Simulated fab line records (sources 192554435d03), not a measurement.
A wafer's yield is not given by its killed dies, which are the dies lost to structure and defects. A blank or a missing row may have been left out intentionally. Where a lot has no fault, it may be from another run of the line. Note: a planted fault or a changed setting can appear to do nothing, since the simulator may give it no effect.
Split-lot trial / flow n5 finfet / 7 lots, 39 wafers read, on a route of 1938 steps

ON THE SPLIT
At N5_BEOL_M0_SAQP_PECVD_97 (deposits SiNx from SiH4/NH3/N2, target thk 23 nm, time 19.9 s), the setting time s was moved away from the recipe's 19.9 s on 15 of the 39 wafers read, by -43.6% to +28.0%. The other wafers ran this setting at the recipe's value.

The reading is taken at the split's own step.

THE READING
SiNx_of_BEOL_M0_SAQP_PECVD_97.thk nm (the simulator's own value, which no gauge read), in nm, at N5_BEOL_M0_SAQP_PECVD_97 (deposits SiNx from SiH4/NH3/N2, target thk 23 nm, time 19.9 s). There is no usual value for it anywhere in the file. Across the 24 wafers here that went through the recipe, the average is 23.0 nm and the standard deviation 0.23 nm.

wafer=L081.1; tool, chamber at the split=pecvd-04, 0; time s as run, s=19.9; against the recipe=recipe; SiNx_of_BEOL_M0_SAQP_PECVD_97.thk nm, nm=22.6; against lot-mates on the recipe=-
wafer=L081.2; tool, chamber at the split=pecvd-04, 1; time s as run, s=11.23; against the recipe=-43.6%; SiNx_of_BEOL_M0_SAQP_PECVD_97.thk nm, nm=13; against lot-mates on the recipe=-9.9
wafer=L081.3; tool, chamber at the split=pecvd-04, 1; time s as run, s=11.23; against the recipe=-43.6%; SiNx_of_BEOL_M0_SAQP_PECVD_97.thk nm, nm=12.8; against lot-mates on the recipe=-10.1
wafer=L081.4; tool, chamber at the split=pecvd-04, 0; time s as run, s=19.9; against the recipe=recipe; SiNx_of_BEOL_M0_SAQP_PECVD_97.thk nm, nm=23; against lot-mates on the recipe=-
wafer=L081.5; tool, chamber at the split=pecvd-04, 0; time s as run, s=11.23; against the recipe=-43.6%; SiNx_of_BEOL_M0_SAQP_PECVD_97.thk nm, nm=13.4; against lot-mates on the recipe=-9.5
wafer=L081.6; tool, chamber at the split=pecvd-04, 1; time s as run, s=19.9; against the recipe=recipe; SiNx_of_BEOL_M0_SAQP_PECVD_97.thk nm, nm=23.2; against lot-mates on the recipe=-
wafer=L084.1; tool, chamber at the split=pecvd-04, 1,0; time s as run, s=19.9; against the recipe=recipe; SiNx_of_BEOL_M0_SAQP_PECVD_97.thk nm, nm=22.8; against lot-mates on the recipe=-
wafer=L084.3; tool, chamber at the split=pecvd-04, 1,0; time s as run, s=19.9; against the recipe=recipe; SiNx_of_BEOL_M0_SAQP_PECVD_97.thk nm, nm=22.8; against lot-mates on the recipe=-
wafer=L084.2; tool, chamber at the split=pecvd-04, 2; time s as run, s=19.9; against the recipe=recipe; SiNx_of_BEOL_M0_SAQP_PECVD_97.thk nm, nm=23; against lot-mates on the recipe=-
wafer=L084.4; tool, chamber at the split=pecvd-04, 2; time s as run, s=19.9; against the recipe=recipe; SiNx_of_BEOL_M0_SAQP_PECVD_97.thk nm, nm=23.4; against lot-mates on the recipe=-
wafer=L084.5; tool, chamber at the split=pecvd-04, 1,0; time s as run, s=19.9; against the recipe=recipe; SiNx_of_BEOL_M0_SAQP_PECVD_97.thk nm, nm=23.2; against lot-mates on the recipe=-
wafer=L084.6; tool, chamber at the split=pecvd-04, 1,0; time s as run, s=19.9; against the recipe=recipe; SiNx_of_BEOL_M0_SAQP_PECVD_97.thk nm, nm=23.2; against lot-mates on the recipe=-
wafer=L090.2; tool, chamber at the split=pecvd-01, 0; time s as run, s=19.9; against the recipe=recipe; SiNx_of_BEOL_M0_SAQP_PECVD_97.thk nm, nm=22.6; against lot-mates on the recipe=-
wafer=L090.4; tool, chamber at the split=pecvd-01, 0; time s as run, s=19.9; against the recipe=recipe; SiNx_of_BEOL_M0_SAQP_PECVD_97.thk nm, nm=23; against lot-mates on the recipe=-
wafer=L090.6; tool, chamber at the split=pecvd-01, 2; time s as run, s=19.9; against the recipe=recipe; SiNx_of_BEOL_M0_SAQP_PECVD_97.thk nm, nm=23.2; against lot-mates on the recipe=-
wafer=L092.1; tool, chamber at the split=pecvd-03, 2,1; time s as run, s=15.35; against the recipe=-22.9%; SiNx_of_BEOL_M0_SAQP_PECVD_97.thk nm, nm=17.8; against lot-mates on the recipe=-5.2
wafer=L092.5; tool, chamber at the split=pecvd-03, 2,1; time s as run, s=15.35; against the recipe=-22.9%; SiNx_of_BEOL_M0_SAQP_PECVD_97.thk nm, nm=17.8; against lot-mates on the recipe=-5.2
wafer=L092.2; tool, chamber at the split=pecvd-03, 1; time s as run, s=19.9; against the recipe=recipe; SiNx_of_BEOL_M0_SAQP_PECVD_97.thk nm, nm=22.8; against lot-mates on the recipe=-
wafer=L092.3; tool, chamber at the split=pecvd-03, 2; time s as run, s=19.9; against the recipe=recipe; SiNx_of_BEOL_M0_SAQP_PECVD_97.thk nm, nm=23; against lot-mates on the recipe=-
wafer=L092.4; tool, chamber at the split=pecvd-03, 1; time s as run, s=15.35; against the recipe=-22.9%; SiNx_of_BEOL_M0_SAQP_PECVD_97.thk nm, nm=17.6; against lot-mates on the recipe=-5.4
wafer=L092.6; tool, chamber at the split=pecvd-03, 2; time s as run, s=19.9; against the recipe=recipe; SiNx_of_BEOL_M0_SAQP_PECVD_97.thk nm, nm=23.2; against lot-mates on the recipe=-
wafer=L093.1; tool, chamber at the split=pecvd-04, 0,2; time s as run, s=19.9; against the recipe=recipe; SiNx_of_BEOL_M0_SAQP_PECVD_97.thk nm, nm=22.8; against lot-mates on the recipe=-
wafer=L093.2; tool, chamber at the split=pecvd-04, 0,2; time s as run, s=19.9; against the recipe=recipe; SiNx_of_BEOL_M0_SAQP_PECVD_97.thk nm, nm=22.8; against lot-mates on the recipe=-
wafer=L093.3; tool, chamber at the split=pecvd-04, 1; time s as run, s=12.89; against the recipe=-35.2%; SiNx_of_BEOL_M0_SAQP_PECVD_97.thk nm, nm=14.6; against lot-mates on the recipe=-8.4
wafer=L093.4; tool, chamber at the split=pecvd-04, 2; time s as run, s=12.89; against the recipe=-35.2%; SiNx_of_BEOL_M0_SAQP_PECVD_97.thk nm, nm=15.2; against lot-mates on the recipe=-7.8
wafer=L093.5; tool, chamber at the split=pecvd-04, 0; time s as run, s=19.9; against the recipe=recipe; SiNx_of_BEOL_M0_SAQP_PECVD_97.thk nm, nm=23.4; against lot-mates on the recipe=-
wafer=L093.6; tool, chamber at the split=pecvd-04, 1; time s as run, s=12.89; against the recipe=-35.2%; SiNx_of_BEOL_M0_SAQP_PECVD_97.thk nm, nm=14.8; against lot-mates on the recipe=-8.2
wafer=L095.1; tool, chamber at the split=pecvd-04, 2; time s as run, s=19.9; against the recipe=recipe; SiNx_of_BEOL_M0_SAQP_PECVD_97.thk nm, nm=22.6; against lot-mates on the recipe=-
wafer=L095.2; tool, chamber at the split=pecvd-04, 1; time s as run, s=19.9; against the recipe=recipe; SiNx_of_BEOL_M0_SAQP_PECVD_97.thk nm, nm=23; against lot-mates on the recipe=-
wafer=L095.3; tool, chamber at the split=pecvd-04, 0; time s as run, s=25.48; against the recipe=+28.0%; SiNx_of_BEOL_M0_SAQP_PECVD_97.thk nm, nm=29.2; against lot-mates on the recipe=+6.3
wafer=L095.4; tool, chamber at the split=pecvd-04, 1,2; time s as run, s=25.48; against the recipe=+28.0%; SiNx_of_BEOL_M0_SAQP_PECVD_97.thk nm, nm=29.4; against lot-mates on the recipe=+6.5
wafer=L095.6; tool, chamber at the split=pecvd-04, 1,2; time s as run, s=25.48; against the recipe=+28.0%; SiNx_of_BEOL_M0_SAQP_PECVD_97.thk nm, nm=29.4; against lot-mates on the recipe=+6.5
wafer=L095.5; tool, chamber at the split=pecvd-04, 0; time s as run, s=19.9; against the recipe=recipe; SiNx_of_BEOL_M0_SAQP_PECVD_97.thk nm, nm=23.2; against lot-mates on the recipe=-
wafer=L096.1; tool, chamber at the split=pecvd-03, 0; time s as run, s=23.28; against the recipe=+17.0%; SiNx_of_BEOL_M0_SAQP_PECVD_97.thk nm, nm=26.4; against lot-mates on the recipe=+3.5
wafer=L096.2; tool, chamber at the split=pecvd-03, 1; time s as run, s=23.28; against the recipe=+17.0%; SiNx_of_BEOL_M0_SAQP_PECVD_97.thk nm, nm=26.6; against lot-mates on the recipe=+3.7
wafer=L096.3; tool, chamber at the split=pecvd-03, 0; time s as run, s=19.9; against the recipe=recipe; SiNx_of_BEOL_M0_SAQP_PECVD_97.thk nm, nm=22.8; against lot-mates on the recipe=-
wafer=L096.6; tool, chamber at the split=pecvd-03, 0; time s as run, s=19.9; against the recipe=recipe; SiNx_of_BEOL_M0_SAQP_PECVD_97.thk nm, nm=22.8; against lot-mates on the recipe=-
wafer=L096.4; tool, chamber at the split=pecvd-03, 1; time s as run, s=19.9; against the recipe=recipe; SiNx_of_BEOL_M0_SAQP_PECVD_97.thk nm, nm=23; against lot-mates on the recipe=-
wafer=L096.5; tool, chamber at the split=pecvd-03, 1; time s as run, s=23.28; against the recipe=+17.0%; SiNx_of_BEOL_M0_SAQP_PECVD_97.thk nm, nm=26.8; against lot-mates on the recipe=+3.9
The file does not say which wafer passed through which chamber wherever a row lists several chambers: such a row stands for several wafers.

FIT RESULTS
A straight line over all 39 wafers: SiNx_of_BEOL_M0_SAQP_PECVD_97.thk nm changes by +0.227 nm for each +1% of time s; r = +1.00; the points scatter about the line by 0.23 nm.
The same after taking each lot's own level away (the mean of its wafers on the recipe; 39 wafers): +0.228 nm for each +1%; r = +1.00; scatter 0.22 nm.
The reading moves by 9.9 nm for the largest change in time s, on that fit.
Across the lots, their own levels run from 22.87 to 23.07 nm, a range of 0.9 times the standard deviation given above.
The two slopes are in agreement: the lot-to-lot level therefore moves the slope only a little.
Check: with one of the wafers moved furthest among these (-43.6%) left out of the fit, the line predicts -9.94 nm for it against its lot-mates. It came out at -9.93 nm against them.

OTHER SPLITS ON THESE WAFERS
Note: prior to the reading, these wafers also went through further splits. Each is held against what the fit with the lots' levels taken away leaves over:
other split on the same wafers=N5_FIN_SAQP_HM_DEP_03 time s; wafers away from the commonest value=12; r with SiNx_of_BEOL_M0_SAQP_PECVD_97.thk nm (lot level and that fit taken away)=-0.08
other split on the same wafers=N5_SD_EPI_N_ETCH_35 time s; wafers away from the commonest value=15; r with SiNx_of_BEOL_M0_SAQP_PECVD_97.thk nm (lot level and that fit taken away)=+0.26
other split on the same wafers=N5_SDB_ALD_29 ald cycles; wafers away from the commonest value=15; r with SiNx_of_BEOL_M0_SAQP_PECVD_97.thk nm (lot level and that fit taken away)=-0.04
other split on the same wafers=N5_MOL_CONTACT_COAG_SPUTTER_143 target thk a; wafers away from the commonest value=9; r with SiNx_of_BEOL_M0_SAQP_PECVD_97.thk nm (lot level and that fit taken away)=-0.05

THE FILE'S OWN FIT
SiNx_of_BEOL_M0_SAQP_PECVD_97.thk nm changes by +0.228 nm for each +1% of time s, r = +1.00.
